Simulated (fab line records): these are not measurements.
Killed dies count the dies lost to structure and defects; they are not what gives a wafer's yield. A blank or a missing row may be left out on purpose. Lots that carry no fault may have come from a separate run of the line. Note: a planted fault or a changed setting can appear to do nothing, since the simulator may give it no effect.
Split-lot experiment    flow n5_finfet    21 wafers read from 7 lots, route of 1938 steps

== ON THE SPLIT ==
At N5_BEOL_M15_SPUTTER_44 (material Ta, target thk 15 nm, time 24.19 s), the setting time_s was moved away from the recipe's 24.19 s on 7 of the 21 wafers read, by -9.3% to +10.5%. For the rest of the wafers, this setting stayed at what the recipe calls for.

The reading is taken at the split's own step.

== THE READING ==
Ta_of_BEOL_M15_SPUTTER_44.thk_nm (the simulator's own value, which no gauge read), in nm, at N5_BEOL_M15_SPUTTER_44 (material Ta, target thk 15 nm, time 24.19 s). No usual value for it is given in the file. Average 15.1 nm, standard deviation 0.16 nm, over the 14 wafers here run with the recipe.

wafer   tool, chamber at the split  time_s as run, s  against the recipe  Ta_of_BEOL_M15_SPUTTER_44.thk_nm, nm  against lot-mates on the recipe
L080.4  pvd_sputter-01, -           24.19             recipe              15                                    -
L080.5  pvd_sputter-01, -           23.14             -4.3%               14.6                                  -0.4
L080.6  pvd_sputter-01, -           23.14             -4.3%               14.4                                  -0.6
L084.2  pvd_sputter-02, -           26.72             +10.5%              16.4                                  +1.6
L084.5  pvd_sputter-02, -           26.72             +10.5%              16.4                                  +1.6
L084.4  pvd_sputter-02, -           24.19             recipe              14.8                                  -
L086.1  pvd_sputter-03, -           24.19             recipe              15                                    -
L086.3  pvd_sputter-03, -           24.19             recipe              15                                    -
L086.2  pvd_sputter-03, -           24.19             recipe              14.8                                  -
L092.2  pvd_sputter-01, -           24.19             recipe              15.4                                  -
L092.4  pvd_sputter-01, -           24.19             recipe              15.2                                  -
L092.5  pvd_sputter-01, -           24.19             recipe              15.2                                  -
L093.3  pvd_sputter-03, -           24.19             recipe              15.2                                  -
L093.4  pvd_sputter-03, -           24.19             recipe              15.2                                  -
L093.6  pvd_sputter-03, -           24.19             recipe              15.2                                  -
L094.1  pvd_sputter-01, -           24.19             recipe              15.2                                  -
L094.6  pvd_sputter-01, -           24.19             recipe              15.2                                  -
L094.5  pvd_sputter-01, -           21.95             -9.3%               13.8                                  -1.4
L097.2  pvd_sputter-02, -           25.89             +7.0%               15.8                                  +0.8
L097.4  pvd_sputter-02, -           24.19             recipe              15                                    -
L097.6  pvd_sputter-02, -           25.89             +7.0%               16                                    +1.0

FIT RESULTS
A straight line over all 21 wafers: Ta_of_BEOL_M15_SPUTTER_44.thk_nm changes by +0.127 nm for each +1% of time_s; r = +0.97; the points scatter about the line by 0.15 nm.
The same after taking each lot's own level away (the mean of its wafers on the recipe; 21 wafers): +0.144 nm for each +1%; r = +0.99; scatter 0.095 nm.
According to that fit, moving time_s by its largest amount changes the reading by 1.5 nm.
Across the lots, their own levels run from 14.80 to 15.27 nm, a range of 2.8 times the standard deviation given above.
So the lot-to-lot level changes the slope: the two fits differ.
Check: with one of the wafers moved furthest among these (+10.5%) left out of the fit, the line predicts +1.48 nm for it against its lot-mates. Against them it came out at +1.6 nm.

== THESE WAFERS: OTHER SPLITS ==
Other splits were also applied to these wafers ahead of the reading. Each is held against what the fit with the lots' levels taken away leaves over:
other split on the same wafers     wafers away from the commonest value  r with Ta_of_BEOL_M15_SPUTTER_44.thk_nm (lot level and that fit taken away)
N5_BEOL_M10_TRENCH_ETCH_37 bias_w  5                                     +0.18
N5_BEOL_M10_ETCH_41 source_w       8                                     -0.27
N5_BEOL_M11_EXPOSE_25 dose_mj      6                                     +0.22
N5_BEOL_M11_VIA_ETCH_34 time_s     9                                     -0.10
N5_BEOL_M12_ILD_DEP_00 time_s      9                                     +0.12
N5_BEOL_M12_SPUTTER_44 time_s      9                                     +0.14
N5_BEOL_M14_SPUTTER_43 power_w     8                                     +0.06
N5_BEOL_M14_SPUTTER_44 power_w     4                                     +0.13

== FILE'S OWN FIT ==
Ta_of_BEOL_M15_SPUTTER_44.thk_nm changes by +0.145 nm for each +1% of time_s, r = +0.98.
